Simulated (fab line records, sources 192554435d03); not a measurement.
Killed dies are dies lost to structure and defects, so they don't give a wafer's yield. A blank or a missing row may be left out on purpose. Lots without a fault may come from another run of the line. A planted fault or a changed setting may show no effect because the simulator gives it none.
A struck lot beside a sound one | flow n5_finfet | 24 steps out of a route of 1938
Sound: wafers L963.2, L963.4, L963.6. Struck: wafers L964.1, L964.3, L964.6. The cause comes at the end.
At each step with rows: each side's tool, then ch and its chambers, then its first start. Under that, the readings that differ: sound wafers | struck wafers | difference of the means | sigmas: that difference in standard deviations of wafers without a fault.
alike: readings whose means differ by less than 2 such deviations, and words and numbers that are the same on both sides. not compared: withheld readings, readings that some wafer has no value for, bounds like >300 that may hide the same value, and numbers for which the record gives no deviation and whose values overlap.
The two part at a step that has a row with sigmas, a row that says differs or no value, or rows on one side only. Numbers that don't overlap but have no deviation are shown without sigmas and don't part them. A reading that every wafer of one side lacks parts them only if that side has two wafers or more.

first, 8 steps without rows for these wafers: N5_BEOL_M10_ANNEAL_51 (time 90 s); N5_BEOL_M10_CMP_52 (polishes, stops on SiCOH lowk, t overpolish 7 s, target thk 140 nm); N5_BEOL_M10_PRE_CLEAN_55 (time 15 s); N5_BEOL_M10_DEP_56 (deposits SiCN from 3MS/NH3, target thk 15 nm, time 26.5 s); N5_BEOL_M11_ILD_DEP_00 (deposits SiCOH lowk from DEMS/porogen, target thk 308.51 nm, time 58 s); N5_BEOL_M11_CURE_71 (cures SiCOH lowk, time 240 s); N5_BEOL_M11_PECVD_70 (deposits SiO2 from TEOS/O2, target thk 20 nm, time 22.7 s); N5_BEOL_M11_HM_DEP_02 (deposits TiN, target thk 20 nm).
N5_BEOL_M11_COAT_59: time 60 s, resist thk 100 nm.
  sound on litho_track-05 ch 0, day 11 14:04; struck on litho_track-05 ch 0, day 11 15:14
  reading                                   | sound                | struck               | difference | sigmas
  spin_speed_rpm (rpm)                      | 1499.3 1500.4 1499.7 | 1439.0 1439.1 1439.5 | -60.6      | -55
  model.SOC_of_BEOL_M11_COAT_59.thk_nm (nm) | 100.6 100.4 100.4    | 102.2 102.2 102.4    | +1.8       |
then, 9 steps without rows for these wafers: N5_BEOL_M11_COAT_60 (time 60 s, resist thk 30 nm); N5_BEOL_M11_COAT_05 (resist thk 90 nm); N5_BEOL_M11_EBR_07; N5_BEOL_M11_SOFTBAKE_06 (time 60 s); N5_BEOL_M11_EXPOSE_08 (exposes mask M11); N5_BEOL_M11_PEB_09 (peb time 60 s); N5_BEOL_M11_DEVELOP_10 (develop time 30 s); N5_BEOL_M11_DESCUM_16 (chemistry O2, time 7.9 s); N5_BEOL_M11_ETCH_61 (etches SiARC in CF4, target depth 39 nm, time 65 s).
N5_BEOL_M11_ETCH_62: etches SOC in N2/H2, target depth 110 nm, overetch 22 nm, time 165 s.
  sound on rie_diel-06 ch 1,3, day 11 14:36; struck on rie_diel-06 ch 0,2, day 11 15:47
  reading                  | sound             | struck            | difference | sigmas
  model.etch.depth_nm (nm) | 100.5 100.4 100.3 | 102.2 102.1 102.5 | +1.9       |
  alike: bias_w, drypump_motor_current_A, oes_product_au, rf_vpp_V, showerhead_plenum_p_Torr, temp_c, throttle_valve_pct
  not compared: rf_hours_counter_h
then, 2 steps without rows for these wafers: N5_BEOL_M11_STRIP_68 (strips in N2/H2); N5_BEOL_M11_STRIP_67 (strips in CF4).
N5_BEOL_M11_HM_OPEN_17: chemistry Cl2/BCl3, target TiN, target depth 20 nm, overetch 6 nm.
  sound on rie_metal-02 ch 0,1, day 11 14:47; struck on rie_metal-01 ch 0,1, day 11 15:59
  reading                                   | sound          | struck         | difference | sigmas
  model.SOC_of_BEOL_M11_COAT_59.thk_nm (nm) | 92.6 92.4 92.4 | 94.4 94.2 94.6 | +1.9       |
  alike: bias_w, drypump_motor_current_A, he_backside_leak_sccm, oes_product_au, throttle_valve_pct
  not compared: rf_hours_counter_h
then, 1 step without rows for these wafers: N5_BEOL_M11_STRIP_19 (strips in O2).
-- the record jumps here: 2 days lie between the struck wafers' starts before and after (it left off in module BEOL_M11 and takes up again in module PASSIVATION, whose first step shown is number 1936 of the route) --
N5_PASSIVATION_PROBE_49:
  the record has rows for the struck wafers here (prober-02, day 13 16:13) and none for the sound ones

WHERE THEY PART
First at N5_BEOL_M11_COAT_59; last, within this record, at N5_PASSIVATION_PROBE_49.

WHY: what the simulator had put in
Process parameter drift: litho_track-05, from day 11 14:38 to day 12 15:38, at N5_BEOL_M11_COAT_59. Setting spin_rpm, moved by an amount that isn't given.
